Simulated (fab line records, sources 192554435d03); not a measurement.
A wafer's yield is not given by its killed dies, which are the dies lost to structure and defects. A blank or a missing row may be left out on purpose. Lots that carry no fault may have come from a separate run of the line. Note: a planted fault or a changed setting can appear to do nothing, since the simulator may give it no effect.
fab line records	flow n5-finfet
[record] lots = 6	wafers = 16	last-day = 19
route steps=1938 shown BEOL_M3@965 BEOL_M4@1111
lots that met no fault: taken from a fault-free run of the same line
start-h: hours from the record's opening day to when the first of the lot's shown wafers began	wait-h: how many hours have passed since the lot's step before this one	" as in the row above	L1.1+2: a single row standing in for several wafers	- no value present, or no start provided	* or withheld: withheld	< > ~ a bound
route shown NAME@n: NAME is a module with steps in the file, n the number in the route of the first one	usual: average and standard deviation across the fault-free wafers	same: alike in all rows	chamber/n: place in a boat	sites: per-site readings	_std_site: standard deviation across them	_edge_site: mean of outer sites minus mean of inner sites	radius-mm: for every site, how far away it sits from the centre of the wafer	mask NAME#n: copy n	behind: the last tool/chamber to shape the wafer	hold: cause of the lot's hold/its duration in hours/its outcome	device: which transistor (n, p or np) failed to switch	end of line: tests of these same wafers at the route's end	step lacking rows: just its recipe	killed: not the wafer's yield, but the dies lost to structure and defects at the first sort	map: shows each die of a wafer: x if killed, . if not, _ if none is there
set.NAME: the run value of the setting; set.NAME@STEP: its run value at that earlier step	model.NAME: the simulator's own value behind a step, which no gauge read
lots seen at some steps along the route; tables by step, rows by wafer
services: from which hour (start-h, from the record's first day; less than 0 if before it) a tool's chamber was out of use, for how many hours, and why
[[steps]]
[step N5_BEOL_M3_DEVELOP_27]
[recipe] develop-time-s = 30	developer = TMAH	resist = CAR-EUV	rinse-liquid = surfactant-rinse	dry = air-spin	dev-temp-c = 23
[step N5_BEOL_M3_CD_MEAS_28]
[recipe] target-cd-nm = 25.7	landing-energy-ev = 500	detector = se-inlens	target-cd-y-nm = 23.3	polarity = opening
[usual] cd-nm = 25.69/0.23
lot.wafer	tool	chamber	start-h	wait-h	cd-nm
L934.1	cd-sem-01	0	148.79	-	25.17
L934.2	"	0	"	"	25.65
L934.4	"	0	"	"	25.72
L943.2	cd-sem-01	0	206.47	-	25.64
L943.5	"	0	"	"	26.10
L943.6	"	0	"	"	25.74
L946.1	cd-sem-02	0	231.42	-	25.48
L946.4	"	0	"	"	25.78
L947.4	cd-sem-02	0	235.08	-	25.74
L947.6	"	0	"	"	25.59
L952.2	cd-sem-02	0	262.65	-	25.83
L952.4	"	0	"	"	25.61
L952.5	"	0	"	"	26.26
L956.1	cd-sem-02	0	290.48	-	25.68
L956.3	"	0	"	"	25.47
L956.4	"	0	"	"	25.48
[step N5_BEOL_M3_OVL_MEAS_29]
[recipe] points-per-wafer = 522
[usual] V2_OVL = -0.3/0.67
lot.wafer	tool	chamber	start-h	wait-h	V2_OVL[nm]
L934.1	overlay-02	0	148.82	0.0	0.2
L934.2	"	0	"	"	-0.1
L934.4	"	0	"	"	-0.1
L943.2	overlay-01	0	206.50	0.0	-1.6
L943.5	"	0	"	"	-1.0
L943.6	"	0	"	"	-0.5
L946.1	overlay-02	0	231.45	0.0	0.1
L946.4	"	0	"	"	0.0
L947.4	overlay-02	0	235.12	0.0	0.4
L947.6	"	0	"	"	0.8
L952.2	overlay-01	0	262.69	0.0	-0.6
L952.4	"	0	"	"	-0.7
L952.5	"	0	"	"	-0.8
L956.1	overlay-02	0	290.51	0.0	-1.4
L956.3	"	0	"	"	-0.9
L956.4	"	0	"	"	-0.6
[step N5_BEOL_M3_INSPECT_30]
[recipe] mode = adi	inspect-instrument = brightfield
[usual] raw-defect-count = 395/86
lot.wafer	tool	chamber	start-h	wait-h	raw-defect-count
L934.1	defect-inspect-01	-	148.88	0.1	416
L934.2	"	-	"	"	460
L934.4	"	-	"	"	384
L943.2	defect-inspect-02	-	206.56	0.1	385
L943.5	"	-	"	"	511
L943.6	"	-	"	"	763
L946.1	defect-inspect-01	-	231.51	0.1	435
L946.4	"	-	"	"	296
L947.4	defect-inspect-02	-	235.16	0.0	373
L947.6	"	-	"	"	530
L952.2	defect-inspect-02	-	262.75	0.1	429
L952.4	"	-	"	"	554
L952.5	"	-	"	"	313
L956.1	defect-inspect-02	-	290.57	0.1	377
L956.3	"	-	"	"	399
L956.4	"	-	"	"	448
[step N5_BEOL_M3_DESCUM_33]
[recipe] chemistry = O2	time-s = 7	source-power-w = 50	bias-power-w = 20	pressure-mtorr = 20	rf-frequency-hz = 2.712e+07	temp-c = 40	resist = CAR-EUV	o2-flow-sccm = 225
[usual] drypump-motor-current-A = 5.9/0.4	oes-product-au = 0.76/0.058	rf-vpp-V = 243.6/1.2	showerhead-plenum-p-Torr = 2.12/0.055	throttle-valve-pct = 20.48/0.14
lot.wafer	tool	chamber	start-h	wait-h	drypump-motor-current-A	oes-product-au	rf-hours-counter-h	rf-vpp-V	showerhead-plenum-p-Torr	throttle-valve-pct
L934.1	rie-diel-04	1	148.92	0.0	6.3	0.77	136	243.9	2.10	20.61
L934.2	"	0	"	"	5.4	0.86	52	244.7	2.23	20.27
L934.4	"	3	"	"	6.5	0.72	165	243.3	2.09	20.41
L943.2	rie-diel-05	1	206.60	0.0	5.8	0.73	175	243.4	2.17	20.50
L943.5	"	3	"	"	5.7	0.85	-	246.7	2.21	20.39
L943.6	"	0	"	"	5.2	0.80	-	243.3	2.11	20.64
L946.1	rie-diel-05	1	231.66	0.1	5.8	0.72	183	243.6	2.17	20.52
L946.4	"	2	"	"	5.7	0.73	216	246.0	2.15	20.67
L947.4	rie-diel-05	0	235.19	0.0	5.2	0.78	103	243.1	2.10	20.64
L947.6	"	1	"	"	5.8	0.72	-	243.6	2.17	20.53
L952.2	rie-diel-05	0	262.78	0.0	5.2	0.77	112	242.6	2.10	20.67
L952.4	"	2	"	"	5.7	0.71	225	243.3	2.15	20.69
L952.5	"	2	"	"	5.7	0.72	-	243.6	2.15	20.68
L956.1	rie-diel-05	3	290.61	0.0	5.7	0.81	84	243.8	2.20	20.45
L956.3	"	0	"	"	5.3	0.77	119	243.6	2.10	20.68
L956.4	"	2	"	"	5.7	0.71	231	244.8	2.15	20.70
[step N5_BEOL_M3_ETCH_77]
[recipe] chemistry = N2/H2	target = underlayer	target-depth-a = 65	mask-material = CAR-EUV	time-s = 5.2	ion-energy-ev = 200	pressure-mtorr = 30	source-w = 840	bias-w = 150	n2-flow-sccm = 200	h2-flow-sccm = 200	ends = cleared
[usual] drypump-motor-current-A = 5.9/0.41	etch-rf-on-time-s = 5.20/0.089	oes-product-au = 0.65/0.051	rf-vpp-V = 524.8/2.2	showerhead-plenum-p-Torr = 2.58/0.069	throttle-valve-pct = 17.94/0.15
lot.wafer	tool	chamber	start-h	wait-h	drypump-motor-current-A	etch-rf-on-time-s	oes-product-au	rf-hours-counter-h	rf-vpp-V	showerhead-plenum-p-Torr	throttle-valve-pct
L934.1	rie-diel-04	1	148.95	0.0	6.2	5.31	0.65	136	523.8	2.55	18.07
L934.2	"	0	"	"	5.4	5.10	0.74	52	527.6	2.70	17.65
L934.4	"	3	"	"	6.5	5.32	0.60	165	521.8	2.54	17.83
L943.2	rie-diel-05	1	206.63	0.0	5.8	5.15	0.62	175	526.3	2.64	17.96
L943.5	"	3	"	"	5.7	4.98	0.72	-	528.0	2.70	17.90
L943.6	"	0	"	"	5.2	5.16	0.68	-	527.3	2.57	18.18
L946.1	rie-diel-05	1	231.69	0.0	5.8	5.23	0.61	183	527.8	2.64	17.93
L946.4	"	2	"	"	5.7	5.24	0.62	216	527.5	2.61	18.07
L947.4	rie-diel-05	0	235.23	0.0	5.2	5.24	0.67	103	522.7	2.56	18.21
L947.6	"	1	"	"	5.8	5.25	0.61	-	527.5	2.64	17.92
L952.2	rie-diel-05	0	262.82	0.0	5.2	5.24	0.66	112	523.4	2.56	18.19
L952.4	"	2	"	"	5.7	5.27	0.60	225	526.1	2.61	18.14
L952.5	"	2	"	"	5.7	5.28	0.60	-	525.6	2.61	18.12
L956.1	rie-diel-05	3	290.64	0.0	5.7	5.09	0.69	84	525.2	2.69	17.94
L956.3	"	0	"	"	5.3	5.22	0.66	119	524.7	2.55	18.24
L956.4	"	2	"	"	5.7	5.30	0.59	231	527.0	2.61	18.11
[step N5_BEOL_M3_ETCH_69]
[recipe] chemistry = CF4	target = SiARC	target-depth-a = 156	mask-material = CAR-EUV	time-s = 26	ion-energy-ev = 80	pressure-mtorr = 40	source-w = 545	bias-w = 36	Ar_flow_sccm = 100	cf4-flow-sccm = 100	ends = cleared
[usual] drypump-motor-current-A = 5.9/0.41	etch-rf-on-time-s = 26.0/0.44	oes-product-au = 0.65/0.051	rf-vpp-V = 184.3/1.1	showerhead-plenum-p-Torr = 2.17/0.053	throttle-valve-pct = 15.65/0.16
lot.wafer	tool	chamber	start-h	wait-h	drypump-motor-current-A	etch-rf-on-time-s	oes-product-au	rf-hours-counter-h	rf-vpp-V	showerhead-plenum-p-Torr	throttle-valve-pct
L934.1	rie-diel-04	1	148.97	0.0	6.1	26.3	0.65	136	184.4	2.14	15.77
L934.2	"	0	"	"	5.4	25.7	0.74	52	184.6	2.26	15.36
L934.4	"	3	"	"	6.4	26.7	0.60	165	184.4	2.14	15.55
L943.2	rie-diel-05	1	206.65	0.0	5.8	26.2	0.63	175	184.2	2.22	15.70
L943.5	"	3	"	"	5.7	25.4	0.73	-	185.2	2.25	15.55
L943.6	"	0	"	"	5.2	26.2	0.68	-	184.2	2.16	15.78
L946.1	rie-diel-05	1	231.71	0.0	5.8	26.3	0.62	183	185.4	2.22	15.72
L946.4	"	2	"	"	5.7	26.7	0.61	216	184.8	2.20	15.89
L947.4	rie-diel-05	0	235.25	0.0	5.2	26.5	0.67	103	184.7	2.16	15.80
L947.6	"	1	"	"	5.8	26.4	0.61	-	184.2	2.21	15.72
L952.2	rie-diel-05	0	262.84	0.0	5.2	26.3	0.66	112	185.2	2.15	15.80
L952.4	"	2	"	"	5.7	26.2	0.61	225	186.3	2.20	15.92
L952.5	"	2	"	"	5.7	26.4	0.61	-	184.5	2.20	15.91
L956.1	rie-diel-05	3	290.66	0.0	5.7	25.6	0.70	84	186.0	2.24	15.58
L956.3	"	0	"	"	5.2	26.5	0.65	119	184.5	2.15	15.83
L956.4	"	2	"	"	5.7	26.6	0.60	231	185.6	2.20	15.94
[step N5_BEOL_M3_ALD_98]
[recipe] material = SiO2	target-thk-a = 25	temp-c = 100	ald-precursor-family = BDEAS	ald-co-reactant = O2-plasma	pulse-time-s = 1	co-reactant-pulse-time-s = 1	purge-time-s = 2	co-reactant-purge-time-s = 2	ald-cycles = 17	pressure-torr = 2
[usual] heater-power-w = 78/7	precursor-pulse-height-rel = 1.003/0.02
[same] ald-cycles = 17	pulse-time-s = 1
lot.wafer	tool	chamber	start-h	wait-h	heater-power-w	precursor-pulse-height-rel
L934.1	ald-sin-04	2	149.15	0.2	81	0.994
L934.2	"	1	"	"	67	1.021
L934.4	"	0	"	"	69	1.005
L943.2	ald-sin-03	3	206.76	0.1	85	1.053
L943.5	"	0	"	"	80	0.982
L943.6	"	3	"	"	82	1.043
L946.1	ald-sin-04	1	231.80	0.1	67	0.985
L946.4	"	0	"	"	71	1.002
L947.4	ald-sin-04	0	236.45	1.2	71	1.012
L947.6	"	3	"	"	81	0.997
L952.2	ald-sin-04	3	262.92	0.1	83	1.029
L952.4	"	2	"	"	80	1.010
L952.5	"	3	"	"	81	1.025
L956.1	ald-sin-01	3	290.85	0.2	81	0.993
L956.3	"	2	"	"	78	1.014
L956.4	"	1	"	"	86	1.023
[step N5_BEOL_M3_ETCHBACK_99]
[recipe] chemistry = CHF3	target = SiO2	target-depth-a = 50	time-s = 10.4	source-w = 215	bias-w = 47	Ar_flow_sccm = 200	CHF3_flow_sccm = 12	ion-energy-ev = 100	pressure-mtorr = 30
[step N5_BEOL_M3_ETCH_70]
[recipe] chemistry = N2/H2	target = SOC	target-depth-a = 800	overetch-a = 160	mask-material = SiARC	temp-c = 40	time-s = 120	ion-energy-ev = 200	pressure-mtorr = 30	source-w = 840	bias-w = 150	n2-flow-sccm = 200	h2-flow-sccm = 200
[usual] drypump-motor-current-A = 5.9/0.42	oes-product-au = 0.58/0.041	rf-vpp-V = 524.6/2	showerhead-plenum-p-Torr = 2.57/0.072	throttle-valve-pct = 17.89/0.14
lot.wafer	tool	chamber	start-h	wait-h	drypump-motor-current-A	oes-product-au	rf-hours-counter-h	rf-vpp-V	showerhead-plenum-p-Torr	throttle-valve-pct
L934.1	rie-diel-05	2	151.97	0.0	5.7	0.57	191	527.1	2.63	18.01
L934.2	"	3	"	"	5.7	0.65	43	528.2	2.71	17.84
L934.4	"	0	"	"	5.3	0.61	78	524.8	2.57	18.11
L943.2	rie-diel-04	1	215.22	0.0	6.2	0.58	155	522.6	2.54	18.05
L943.5	"	1	"	"	6.2	0.58	-	524.4	2.54	18.04
L943.6	"	2	"	"	6.5	0.56	-	525.4	2.52	17.88
L946.1	rie-diel-04	1	241.39	0.0	6.2	0.57	162	523.6	2.54	18.06
L946.4	"	0	"	"	5.4	0.63	80	527.2	2.68	17.65
L947.4	rie-diel-04	3	244.76	0.0	6.5	0.53	193	524.1	2.53	17.86
L947.6	"	2	"	"	6.5	0.54	-	522.3	2.52	17.89
L952.2	rie-diel-03	1	273.12	0.0	6.0	0.64	61	521.8	2.48	17.81
L952.4	"	2	"	"	5.5	0.55	207	523.2	2.52	17.71
L952.5	"	2	"	"	5.5	0.55	-	523.5	2.51	17.71
L956.1	rie-diel-03	1	308.68	0.0	6.0	0.64	70	522.7	2.47	17.82
L956.3	"	2	"	"	5.5	0.54	215	522.1	2.51	17.73
L956.4	"	2	"	"	5.5	0.54	-	524.5	2.51	17.73
[step N5_BEOL_M3_STRIP_71]
[recipe] chemistry = N2/H2	temp-c = 40	n2-flow-sccm = 200	h2-flow-sccm = 200	rf-frequency-hz = 6e+07
[step N5_BEOL_M3_STRIP_78]
[recipe] chemistry = N2/H2	temp-c = 40	n2-flow-sccm = 200	h2-flow-sccm = 200	rf-frequency-hz = 6e+07
[step N5_BEOL_M3_VIA_ETCH_34]
[recipe] chemistry = C4F6/O2	target-depth-a = 694	mask-material = SOC	pressure-mtorr = 15	ion-energy-ev = 250	taper-deg = 4	time-s = 65.9	source-w = 350	bias-w = 170	Ar_flow_sccm = 300	C4F6_flow_sccm = 10	O2_flow_sccm = 10
[usual] drypump-motor-current-A = 5.9/0.42	oes-product-au = 0.76/0.057	rf-vpp-V = 666/4.1	showerhead-plenum-p-Torr = 2.87/0.075	throttle-valve-pct = 30.74/0.19
lot.wafer	tool	chamber	start-h	wait-h	drypump-motor-current-A	oes-product-au	rf-hours-counter-h	rf-vpp-V	showerhead-plenum-p-Torr	throttle-valve-pct	model.etch.depth-nm	model.SOC_of_BEOL_M3_COAT_67.thk-nm
L934.1	rie-diel-05	2	152.07	0.0	5.7	0.73	191	672	2.93	30.90	68.75	52
L934.2	"	3	"	"	5.7	0.87	43	671	3.00	30.73	71.7	51.6
L934.4	"	0	"	"	5.2	0.81	78	665	2.88	31.21	68.64	52
L943.2	rie-diel-04	1	215.32	0.0	6.2	0.74	155	665	2.83	30.88	68.96	52.2
L943.5	"	1	"	"	6.2	0.75	-	666	2.83	30.90	69.08	51.8
L943.6	"	2	"	"	6.5	0.73	-	665	2.81	30.58	69.57	52.2
L946.1	rie-diel-04	1	241.49	0.0	6.2	0.75	162	667	2.83	30.90	69.36	52
L946.4	"	0	"	"	5.5	1.12	80	669	2.98	30.57	108.5	47.2
L947.4	rie-diel-04	3	244.86	0.0	6.5	0.94	193	658	2.83	30.84	106.3	47.8
L947.6	"	2	"	"	6.6	0.71	-	664	2.81	30.60	68.5	52
L952.2	rie-diel-03	1	273.22	0.0	6.0	0.85	61	664	2.76	30.61	70.88	51.6
L952.4	"	2	"	"	5.4	0.73	207	662	2.81	30.50	70.34	51.6
L952.5	"	2	"	"	5.5	0.73	-	663	2.81	30.51	70.4	51.4
L956.1	rie-diel-03	1	308.78	0.0	6.1	0.83	70	664	2.76	30.62	70.71	51.4
L956.3	"	2	"	"	5.5	0.71	215	663	2.81	30.51	69.17	51.8
L956.4	"	2	"	"	5.5	0.71	-	662	2.81	30.51	69.65	51.6
[step N5_BEOL_M3_STRIP_83]
[recipe] chemistry = C4F6/O2	resist = SiARC	rf-frequency-hz = 6e+07
[step N5_BEOL_M4_RC_MEAS_101]
[usual] DIBL_N = 36.1/1.3	DIBL_P = 36.1/1.7	IOFF_N = 0.154/0.022	IOFF_P = 0.201/0.024	ION_N = 675/8.9	ION_P = 462/5.9	SS_N = 71.5/0.49	SS_P = 73.3/0.58	VT_N = 250.0/2.7	VT_P = -251.3/2.7
lot.wafer	tool	chamber	start-h	wait-h	DIBL_N[mV/V]	DIBL_P[mV/V]	IOFF_N[nA/um]	IOFF_P[nA/um]	ION_N[uA/um]	ION_P[uA/um]	SS_N[mV/dec]	SS_P[mV/dec]	VT_N[mV]	VT_P[mV]
L934.1	prober-02	0	169.76	0.0	35.1	35.5	0.153	0.191	684	458	72.4	73.8	250.7	-254.4
L934.2	"	0	"	"	35.4	35.5	0.154	0.198	680	464	71.7	72.9	249.4	-253.2
L934.4	"	0	"	"	34.4	34.2	0.135	0.179	664	452	71.8	73.6	252.4	-255.0
L943.2	prober-01	0	234.62	0.2	36.4	35.8	0.134	0.188	665	456	71.7	73.0	250.6	-252.7
L943.5	"	0	"	"	36.6	35.9	0.136	0.186	657	446	71.0	73.6	254.9	-253.1
L943.6	"	0	"	"	35.6	35.0	0.123	0.180	657	456	71.6	72.9	253.1	-252.1
L946.1	prober-01	0	256.29	0.0	35.1	35.0	0.157	0.187	680	456	71.3	73.0	247.9	-253.6
L946.4	"	0	"	"	34.9	34.5	0.144	0.178	672	455	71.4	73.2	250.3	-252.6
L947.4	prober-02	0	262.11	0.5	36.5	35.5	0.163	0.202	678	464	71.0	72.9	246.5	-251.5
L947.6	"	0	"	"	38.9	37.6	0.215	0.260	681	467	72.3	74.5	242.8	-248.4
L952.2	prober-01	0	289.66	0.2	35.2	35.1	0.146	0.190	680	466	71.9	72.8	250.5	-249.6
L952.4	"	0	"	"	36.0	36.3	0.148	0.196	670	463	72.3	72.7	251.4	-250.8
L952.5	"	0	"	"	33.6	32.6	0.116	0.158	660	457	71.6	71.7	255.8	-252.9
L956.1	prober-01	0	322.46	0.0	34.4	34.5	0.120	0.148	673	461	71.5	72.9	253.3	-257.6
L956.3	"	0	"	"	37.1	37.9	0.162	0.182	677	459	71.4	73.9	248.8	-253.7
L956.4	"	0	"	"	35.9	36.7	0.149	0.175	671	456	72.4	73.4	249.1	-255.6
[[services]]
tool	chamber	start-h	hours	kind
ald-sin-03	-	127.76	0.7	repair
ald-sin-01	-	132.93	2.8	pm
rie-diel-05	-	140.08	0.4	repair
ald-sin-04	2	175.65	14.9	repair
ald-sin-01	-	177.60	14.0	pm
ald-sin-04	-	192.17	0.7	repair
ald-sin-01	0	213.13	3.6	repair
rie-diel-03	1	235.73	2.8	repair
ald-sin-04	-	247.85	6.1	pm
rie-diel-03	-	252.66	2.8	pm
ald-sin-01	3	260.88	1.9	repair
rie-diel-04	3	264.39	11.2	repair
ald-sin-04	-	268.25	14.0	pm
ald-sin-04	0	268.25	14.0	vent-cycle
ald-sin-04	1	268.25	14.0	vent-cycle
ald-sin-04	2	268.25	14.0	vent-cycle
ald-sin-04	3	268.25	14.0	vent-cycle
ald-sin-01	-	270.25	0.6	repair
ald-sin-04	0	282.25	-	clean
ald-sin-04	1	282.25	-	clean
ald-sin-04	2	282.25	-	clean
rie-diel-04	0	290.08	9.8	repair
ald-sin-04	0	298.09	5.3	repair
rie-diel-03	3	308.45	5.8	repair
[[key]]
[first-sign] step = N5_BEOL_M3_VIA_ETCH_34	reading = oes-product-au	direction = up	sigmas = 4.7	usual = 0.76	struck = 1.03
effect none on later readings
[model-effect] step = N5_BEOL_M3_VIA_ETCH_34	value = etch.depth-nm	without = 69.27	struck = 107.4
met-at N5_BEOL_M3_VIA_ETCH_34
struck-wafers L946.4,L947.4
onset-between 215.32 241.49
[fault] kind = process-parameter-drift	tool = rie-diel-04	chamber = -	onset-h = 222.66	steps = N5_BEOL_M3_VIA_ETCH_34	channel = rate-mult	offset = 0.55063	shape = step	end-h = 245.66	scope = struck-wafers-only
